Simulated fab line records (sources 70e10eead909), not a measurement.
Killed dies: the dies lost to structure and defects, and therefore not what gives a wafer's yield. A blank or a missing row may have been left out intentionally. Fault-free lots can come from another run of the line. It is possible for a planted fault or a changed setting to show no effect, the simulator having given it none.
fab line records | flow nandHarc
[record] lots = 13 wafers = 39 lastDay = 24
route steps=1159 shown P_GATE@200 P_CONTACT@227 END@1159
lots untouched by any fault: they come from a run of this same line in which no faults occurred
startH: hours from the record's opening day to when the first of the lot's shown wafers began | waitH: time in hours since the lot's previous step | " the same as in the row above | L1.1+2: a row that stands for several wafers | - no value, or no start was given | * or withheld: withheld | < > ~ a bound
route shown NAME@n: NAME is a module with steps in the file, n the number in the route of the first one | usual: mean/standard deviation of fault-free wafers | same: alike in all rows | chamber/n: place in a boat | sites: each site's reading | _std_site: standard deviation of those values | _edge_site: mean of outer sites minus mean of inner sites | radiusMm: how far each site lies from the wafer's centre | mask NAME#n: copy n | behind: tool/chamber where the wafer was last shaped | hold: why the lot was held/for how many hours/how that ended | device: transistor that didn't switch, given as n, p or np | end of line: the same wafers' tests at the end of the route | step lacking rows: just its recipe | killed: dies lost to structure and defects at the first sort, not the wafer's yield | map: shows each die of a wafer: x if killed, . if not, _ if none is there
set.NAME: the setting as run; set.NAME@STEP: as run at that earlier step | model.NAME: the simulator's own value behind a step, which no gauge read
the route's steps for a sample of lots (tables are steps, rows are wafers)
services: the hour from which a tool's chamber was out of use, counted from the record's first day as startH (under 0 if before that day), plus the number of hours and why
[[steps]]
[step NHARC_P_GATE_CD_MEAS_91]
[recipe] targetCdNm = 2000 landingEnergyEv = 500
[usual] cdNm = 2000.6/2.2
// columns lot.wafer tool chamber startH waitH cdNm
L573.1 cdSem-02 0 110.79 - 2006.1
L573.4 " 0 " " 2002.8
L573.6 " 0 " " 2000.5
L574.2 cdSem-03 0 114.36 - 1999.4
L574.5 " 0 " " 1997.6
L574.6 " 0 " " 2001.1
L576.2 cdSem-03 0 127.43 - 2001.5
L576.3 " 0 " " 2002.0
L576.6 " 0 " " 1998.3
L577.2 cdSem-02 0 128.11 - 1997.4
L577.3 " 0 " " 1997.6
L577.6 " 0 " " 1997.0
L578.1 cdSem-01 0 145.45 - 1998.8
L578.3 " 0 " " 2002.2
L578.5 " 0 " " 1998.2
L579.2 cdSem-03 0 145.92 - 2003.6
L579.3 " 0 " " 2002.2
L579.4 " 0 " " 2005.1
L580.2 cdSem-01 0 151.69 - 2001.9
L580.3 " 0 " " 1999.8
L580.5 " 0 " " 2001.7
L581.1 cdSem-02 0 162.41 - 2005.1
L581.5 " 0 " " 2004.2
L581.6 " 0 " " 1999.4
L583.1 cdSem-02 0 180.32 - 2000.9
L583.3 " 0 " " 1998.6
L583.4 " 0 " " 2002.1
L585.1 cdSem-02 0 187.26 - 2003.2
L585.2 " 0 " " 1999.7
L585.6 " 0 " " 2001.1
L587.2 cdSem-02 0 195.53 - 1998.9
L587.5 " 0 " " 1999.2
L587.6 " 0 " " 1997.9
L595.2 cdSem-03 0 237.85 - 2003.3
L595.3 " 0 " " 1999.3
L595.6 " 0 " " 2001.8
L594.1 cdSem-03 0 238.61 - 2001.6
L594.3 " 0 " " 1998.8
L594.4 " 0 " " 1998.9
[step NHARC_P_GATE_DESCUM_93]
[recipe] timeS = 3 o2FlowSccm = 200 arFlowSccm = 0 biasPowerW = 0 chemistry = O2
[usual] drypumpMotorCurrentA = 5.7/0.44 oesProductAu = 1.001/0.014 rfVppV = 57.9/0.83 showerheadPlenumPTorr = 1.94/0.062 throttleValvePct = 11.310/0.0098
// columns lot.wafer tool chamber startH waitH drypumpMotorCurrentA oesProductAu rfHoursCounterH rfVppV showerheadPlenumPTorr throttleValvePct
L573.4 rieDiel-05 2 110.96 - 6.3 1.022 20 56.8 1.83 11.319
L573.1 " 0 " " 5.4 1.014 20 57.6 1.97 11.309
L573.6 " 1 " " 5.2 1.010 - 57.7 1.97 11.297
L574.2 rieDiel-05 2 114.54 - 6.4 1.009 21 57.2 1.83 11.292
L574.5 " 0 " " 5.4 0.994 - 57.1 1.97 11.311
L574.6 " 1 " " 5.2 1.002 - 58.9 1.97 11.308
L576.3 rieDiel-05 1 127.59 - 5.2 0.999 22 55.9 1.97 11.312
L576.2 " 0 " " 5.4 0.995 22 57.6 1.97 11.306
L576.6 " 0 " " 5.4 1.003 - 57.2 1.97 11.306
L577.3 rieDiel-13 3 128.29 - 5.6 1.008 7 58.7 2.04 11.303
L577.2 " 0 " " 5.6 0.986 8 58.3 2.07 11.318
L577.6 " 1 " " 5.6 0.975 - 59.4 2.03 11.311
L578.3 rieDiel-07 1 145.61 - 6.1 0.993 30 58.6 1.94 11.321
L578.1 " 3 " " 5.8 1.031 31 58.9 1.97 11.321
L578.5 " 2 " " 5.9 1.003 - 58.9 1.93 11.323
L579.3 rieDiel-07 1 146.08 - 6.1 0.992 31 58.6 1.94 11.310
L579.4 " 3 " " 5.8 1.025 31 57.8 1.97 11.326
L579.2 " 0 " " 6.3 0.996 31 57.4 1.90 11.332
L580.2 rieDiel-13 0 151.86 - 5.6 0.994 15 59.2 2.07 11.308
L580.3 " 2 " " 6.0 1.003 14 58.7 2.03 11.304
L580.5 " 3 " " 5.6 1.015 - 57.6 2.03 11.300
L581.1 rieDiel-05 0 162.61 - 5.4 1.001 27 58.7 1.96 11.314
L581.5 " 1 " " 5.2 1.006 - 57.7 1.97 11.313
L581.6 " 2 " " 6.4 1.016 - 57.8 1.83 11.314
L583.3 rieDiel-05 2 180.61 - 6.4 1.015 2 58.0 1.83 11.315
L583.4 " 0 " " 5.4 0.983 3 56.4 1.96 11.321
L583.1 " 1 " " 5.2 0.995 3 59.2 1.97 11.292
L585.1 rieDiel-05 1 187.42 - 5.2 1.009 4 56.5 1.97 11.309
L585.2 " 3 " " 5.4 1.009 2 59.1 1.91 11.313
L585.6 " 2 " " 6.4 1.021 - 56.3 1.83 11.314
L587.2 rieDiel-07 0 195.91 - 6.3 0.992 51 57.8 1.90 11.294
L587.6 " 0 " " 6.3 0.992 - 58.1 1.90 11.310
L587.5 " 1 " " 6.1 0.989 - 57.9 1.93 11.305
L595.3 rieDiel-05 0 238.03 - 5.4 0.966 13 57.3 1.96 11.311
L595.2 " 1 " " 5.2 1.008 15 58.8 1.97 11.317
L595.6 " 3 " " 5.4 1.012 - 57.4 1.90 11.296
L594.4 rieDiel-05 2 238.78 - 6.4 1.022 13 57.2 1.82 11.311
L594.1 " 3 " " 5.4 1.006 12 57.7 1.90 11.283
L594.3 " 0 " " 5.4 0.980 13 57.6 1.96 11.312
[step NHARC_P_CONTACT_SOFTBAKE_07]
[recipe] tempC = 105 timeS = 55
[usual] exhaustPa = 45.1/0.97 heaterPowerTotalW = 188.46/0.15
// columns lot.wafer tool chamber startH waitH exhaustPa heaterPowerTotalW
L573.1 lithoTrack-01 0 115 - 46.0 188.31
L573.4 " 0 " " 44.8 188.35
L573.6 " 0 " " 47.3 188.27
L574.2 lithoTrack-04 0 118 - 45.3 188.77
L574.5 " 0 " " 46.2 188.32
L574.6 " 0 " " 45.4 188.34
L576.2 lithoTrack-06 0 131 - 45.8 188.49
L576.3 " 0 " " 44.9 188.75
L576.6 " 0 " " 45.0 188.40
L577.2 lithoTrack-01 0 132 - 43.7 188.47
L577.3 " 0 " " 44.5 188.46
L577.6 " 0 " " 45.1 188.75
L578.1 lithoTrack-04 0 149 - 46.9 188.47
L578.3 " 0 " " 46.0 188.45
L578.5 " 0 " " 46.2 188.61
L579.2 lithoTrack-06 0 150 - 45.7 188.25
L579.3 " 0 " " 46.0 188.32
L579.4 " 0 " " 46.2 188.83
L580.2 lithoTrack-06 0 156 - 44.2 188.47
L580.3 " 0 " " 45.3 188.77
L580.5 " 0 " " 43.7 188.48
L581.1 lithoTrack-01 0 166 - 43.2 188.33
L581.5 " 0 " " 44.0 188.37
L581.6 " 0 " " 45.2 188.42
L583.1 lithoTrack-01 0 184 - 46.1 188.46
L583.3 " 0 " " 46.3 188.43
L583.4 " 0 " " 44.6 188.33
L585.1 lithoTrack-06 0 192 - 43.9 188.38
L585.2 " 0 " " 45.8 188.45
L585.6 " 0 " " 44.0 202.27
L587.2 lithoTrack-06 0 200 - 44.5 188.44
L587.5 " 0 " " 44.2 188.47
L587.6 " 0 " " 46.2 202.62
L595.2 lithoTrack-04 0 242 - 45.7 188.43
L595.3 " 0 " " 46.3 188.78
L595.6 " 0 " " 44.8 188.32
L594.1 lithoTrack-04 0 242 - 44.0 188.44
L594.3 " 0 " " 44.4 188.48
L594.4 " 0 " " 44.7 188.31
[step NHARC_P_CONTACT_CD_MEAS_19]
[usual] cdNm = 89.6/2.1
// columns lot.wafer tool chamber startH waitH cdNm
L573.1 cdSem-03 - 116.83 - 91.2
L573.4 " - " " 90.7
L573.6 " - " " 89.4
L574.2 cdSem-01 - 120.46 - 89.9
L574.5 " - " " 91.4
L574.6 " - " " 88.5
L576.2 cdSem-02 - 133.21 - 88.5
L576.3 " - " " 87.7
L576.6 " - " " 88.9
L577.2 cdSem-02 - 133.87 - 89.2
L577.3 " - " " 87.6
L577.6 " - " " 92.3
L578.1 cdSem-03 - 151.24 - 90.7
L578.3 " - " " 84.9
L578.5 " - " " 89.6
L579.2 cdSem-02 - 151.71 - 88.3
L579.3 " - " " 90.5
L579.4 " - " " 91.5
L580.2 cdSem-01 - 157.77 - 91.7
L580.3 " - " " 91.0
L580.5 " - " " 93.2
L581.1 cdSem-01 - 168.24 - 91.7
L581.5 " - " " 89.7
L581.6 " - " " 90.8
L583.1 cdSem-03 - 186.20 - 90.1
L583.3 " - " " 89.0
L583.4 " - " " 87.4
L585.1 cdSem-02 - 193.52 - 87.7
L585.2 " - " " 89.2
L585.6 " - " " 85.4
L587.2 cdSem-03 - 201.68 - 95.2
L587.5 " - " " 91.8
L587.6 " - " " 93.7
L595.2 cdSem-03 - 243.58 - 90.7
L595.3 " - " " 90.9
L595.6 " - " " 93.4
L594.1 cdSem-01 - 244.41 - 88.6
L594.3 " - " " 87.0
L594.4 " - " " 85.9
[step NHARC_END_SORT_01]
[recipe] tempC = 25
[usual] killedAtArray = 29/11 killedAtOther = 0.5/0.89 killedAtPeriphery = 3.3/2 killedDies = 32/11 killedOpen = 3.1/1.9 killedShort = 2.3/1.6
[same] grossDies = 677
// columns lot.wafer tool chamber startH waitH killedAtArray killedAtOther killedAtPeriphery killedDies killedOpen killedShort
L578.1 prober-02 0 460.93 2.5 15 1 7 23 3 4
L578.3 prober-02 0 462.50 3.1 12 0 4 16 3 1
L578.5 prober-02 0 464.08 3.7 9 1 3 13 2 2
L587.2 prober-02 0 530.77 2.8 19 0 4 23 4 1
L587.5 prober-02 0 533.15 3.7 24 0 1 25 2 2
L587.6 prober-02 0 533.95 4.0 24 0 3 27 2 1
L585.1 prober-01 0 538.74 2.5 34 1 4 39 2 1
L585.2 prober-01 0 539.53 2.8 45 0 5 50 8 3
L585.6 prober-01 0 542.72 4.0 34 0 1 35 5 3
// killed by level:class
L578.1 P_BONDPAD:chamberFilmFlake=3 A_CHANNEL_HOLE_D1:chamberFilmFlake=3 A_STAIRCASE:chamberFilmFlake=3 A_M0:geometricParticle:short=2 A_ZERO_WELL:chamberFilmFlake=2 P_GATE:geometricParticle:short=1 P_M0:geometricParticle:short=1 A_CHANNEL_FILL_D1:geometricParticle:open=1
L578.3 A_CHANNEL_HOLE_D1:chamberFilmFlake=5 P_ZERO_WELL:chamberFilmFlake=3 A_STAIRCASE:chamberFilmFlake=2 A_CHANNEL_HOLE_D1:geometricParticle:open=1 A_CHANNEL_FILL_D1:geometricParticle:open=1 A_CHANNEL_FILL_D1:geometricParticle:short=1 A_M0:geometricParticle:open=1 P_BONDPAD:chamberFilmFlake=1
L578.5 A_CHANNEL_HOLE_D1:chamberFilmFlake=4 P_GATE:geometricParticle:short=1 A_WL_FILL:geometricParticle:short=1 A_M1:geometricParticle:open=1 STARTING-WAFER:geometricParticle:open=1 P_STI:chamberFilmFlake=1 P_M1:chamberFilmFlake=1 A_CHANNEL_FILL_D1:chamberFilmFlake=1
L587.2 A_CONTACT:chamberFilmFlake=7 A_CHANNEL_HOLE_D1:chamberFilmFlake=6 A_CHANNEL_FILL_D1:geometricParticle:open=2 P_CONTACT:geometricParticle:open=1 P_M0:geometricParticle:open=1 A_CHANNEL_FILL_D1:geometricParticle:short=1 P_STI:chamberFilmFlake=1 P_M1:chamberFilmFlake=1
L587.5 A_CONTACT:chamberFilmFlake=7 A_CHANNEL_HOLE_D1:chamberFilmFlake=6 A_STAIRCASE:chamberFilmFlake=4 A_BLC:chamberFilmFlake=3 P_M1:geometricParticle:short=1 A_CHANNEL_FILL_D1:geometricParticle:short=1 A_CONTACT:geometricParticle:open=1 A_M0:geometricParticle:open=1
L587.6 A_CHANNEL_HOLE_D1:chamberFilmFlake=7 A_CONTACT:chamberFilmFlake=6 A_STAIRCASE:chamberFilmFlake=4 A_BLC:chamberFilmFlake=4 P_M1:chamberFilmFlake=2 P_M0:geometricParticle:open=1 A_WL_FILL:geometricParticle:short=1 A_CONTACT:geometricParticle:open=1
L585.1 A_CHANNEL_HOLE_D1:chamberFilmFlake=20 A_CONTACT:chamberFilmFlake=6 P_ZERO_WELL:chamberFilmFlake=3 A_BLC:chamberFilmFlake=3 A_STAIRCASE:chamberFilmFlake=2 P_M0:geometricParticle:open=1 A_CHANNEL_FILL_D1:geometricParticle:open=1 A_CHANNEL_FILL_D1:geometricParticle:short=1
L585.2 A_CHANNEL_HOLE_D1:chamberFilmFlake=23 A_CONTACT:chamberFilmFlake=6 A_BLC:chamberFilmFlake=5 A_STAIRCASE:chamberFilmFlake=3 P_M1:geometricParticle:open=2 A_WL_FILL:chamberFilmFlake=2 P_CONTACT:geometricParticle:open=1 P_M0:geometricParticle:open=1
L585.6 A_CHANNEL_HOLE_D1:chamberFilmFlake=20 A_ONON_D1:geometricParticle:open=2 A_STAIRCASE:chamberFilmFlake=2 A_CONTACT:chamberFilmFlake=2 A_ONON_D1:geometricParticle:short=1 A_SGD_CUT:geometricParticle:short=1 A_WL_FILL:geometricParticle:open=1 A_CONTACT:geometricParticle:short=1
[[services]]
// columns tool chamber startH hours kind
lithoTrack-01 - 93.00 7.0 pm
rieDiel-05 0 93.78 - clean
rieDiel-05 1 93.78 - clean
rieDiel-05 2 93.78 - clean
rieDiel-05 3 93.78 - clean
rieDiel-13 0 96.44 1.2 repair
rieDiel-13 - 99.19 9.0 pm
rieDiel-05 - 114.85 0.5 repair
lithoTrack-06 - 117.00 7.0 pm
rieDiel-05 0 118.28 - clean
rieDiel-05 1 118.28 - clean
rieDiel-05 2 118.28 - clean
rieDiel-05 3 118.28 - clean
rieDiel-05 3 126.77 6.1 repair
lithoTrack-04 - 141.00 7.0 pm
rieDiel-05 0 142.78 - clean
rieDiel-05 1 142.78 - clean
rieDiel-05 2 142.78 - clean
rieDiel-05 - 163.79 9.0 pm
rieDiel-07 2 186.47 15.0 repair
rieDiel-05 - 195.55 0.5 repair
rieDiel-13 3 208.98 7.4 repair
rieDiel-07 - 228.27 9.0 pm
rieDiel-05 1 233.10 2.4 repair
[[key]]
[firstSign] step = NHARC_P_CONTACT_SOFTBAKE_07 reading = heaterPowerTotalW direction = up sigmas = 95 usual = * struck = *
effect none on later readings
metAt NHARC_P_CONTACT_SOFTBAKE_07
struckLots L585,L587
struckWafers L585.6,L587.6
testerLeftOut L585,L587
notActingAt NHARC_P_GATE_CD_MEAS_91,NHARC_P_GATE_DESCUM_93,NHARC_P_CONTACT_CD_MEAS_19
onsetBetween 156 192
[fault] kind = processParameterDrift tool = lithoTrack-06 chamber = - onsetH = 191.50 steps = NHARC_P_CONTACT_SOFTBAKE_07 channel = timeS offset = * shape = step endH = 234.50 scope = struckWafersOnly actsIn = * stated = *
// testerLeftOut: of these lots the tester's yield and bins aren't shown, on N5 and GAA mostly nor the transistor test; their killed dies are dies lost to structure and defects alone, not to doping, threshold or leakage, so they don't give the yield
